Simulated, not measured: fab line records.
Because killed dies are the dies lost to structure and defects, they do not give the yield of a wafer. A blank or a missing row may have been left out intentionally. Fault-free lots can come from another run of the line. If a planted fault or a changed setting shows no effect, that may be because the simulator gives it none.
Chamber matching / flow nandHarc / NHARC_P_M1_DESCUM_14 on rieDiel-05: 4 sister chambers
The step chemistry O2, time 3 s. 8 wafers are shown with their chamber, then 12 later ones without.

WAFERS, EACH WITH ITS CHAMBER
wafer=L079.6; chamber=3; drypumpMotorCurrentA (A)=5.3; rfVppV (V)=58.5
wafer=L080.3; chamber=3; drypumpMotorCurrentA (A)=5.2; rfVppV (V)=58.2
wafer=L080.5; chamber=2; drypumpMotorCurrentA (A)=5.7; rfVppV (V)=56.0
wafer=L082.3; chamber=0; drypumpMotorCurrentA (A)=6.5; rfVppV (V)=58.4
wafer=L082.6; chamber=1; drypumpMotorCurrentA (A)=6.1; rfVppV (V)=58.2
wafer=L084.1; chamber=0; drypumpMotorCurrentA (A)=6.5; rfVppV (V)=59.8
wafer=L084.3; chamber=1; drypumpMotorCurrentA (A)=6.1; rfVppV (V)=57.3
wafer=L084.6; chamber=2; drypumpMotorCurrentA (A)=5.7; rfVppV (V)=56.1

WAFERS MISSING THEIR CHAMBER
wafer=L086.2; drypumpMotorCurrentA (A)=6.4; rfVppV (V)=58.7
wafer=L086.4; drypumpMotorCurrentA (A)=6.1; rfVppV (V)=58.4
wafer=L086.6; drypumpMotorCurrentA (A)=5.7; rfVppV (V)=56.4
wafer=L090.1; drypumpMotorCurrentA (A)=6.1; rfVppV (V)=58.7
wafer=L090.2; drypumpMotorCurrentA (A)=5.2; rfVppV (V)=57.3
wafer=L090.6; drypumpMotorCurrentA (A)=5.3; rfVppV (V)=58.0
wafer=L096.2; drypumpMotorCurrentA (A)=6.5; rfVppV (V)=57.9
wafer=L096.4; drypumpMotorCurrentA (A)=5.7; rfVppV (V)=55.3
wafer=L096.6; drypumpMotorCurrentA (A)=6.5; rfVppV (V)=58.7
wafer=L097.1; drypumpMotorCurrentA (A)=6.5; rfVppV (V)=57.7
wafer=L097.2; drypumpMotorCurrentA (A)=6.1; rfVppV (V)=58.5
wafer=L097.4; drypumpMotorCurrentA (A)=5.7; rfVppV (V)=57.2

WHICH CHAMBER EACH ONE RAN IN
wafer=L086.2; from the rows above=0; in truth=0
wafer=L086.4; from the rows above=1; in truth=1
wafer=L086.6; from the rows above=2; in truth=2
wafer=L090.1; from the rows above=1; in truth=1
wafer=L090.2; from the rows above=3; in truth=3
wafer=L090.6; from the rows above=3; in truth=3
wafer=L096.2; from the rows above=0; in truth=0
wafer=L096.4; from the rows above=2; in truth=2
wafer=L096.6; from the rows above=0; in truth=0
wafer=L097.1; from the rows above=0; in truth=0
wafer=L097.2; from the rows above=1; in truth=1
wafer=L097.4; from the rows above=2; in truth=2
Placed correctly: 12 of 12. Left unplaced by these rows: 0. Placed wrongly: 0.
How it was worked out, from the rows above alone: a wafer's distance from a chamber is the root of the sum, over the readings, of the square of ((its reading less the chamber's mean) divided by the reading's scatter). If the next closest chamber is less than 2 further off than the closest, the wafer can't be placed; otherwise it belongs to the closest. For every chamber, the mean is computed from those of its wafers that are shown. The scatter: take each reading less its chamber's mean, square it, sum over the shown wafers, divide by the number of wafers less the number of chambers, and take the root.
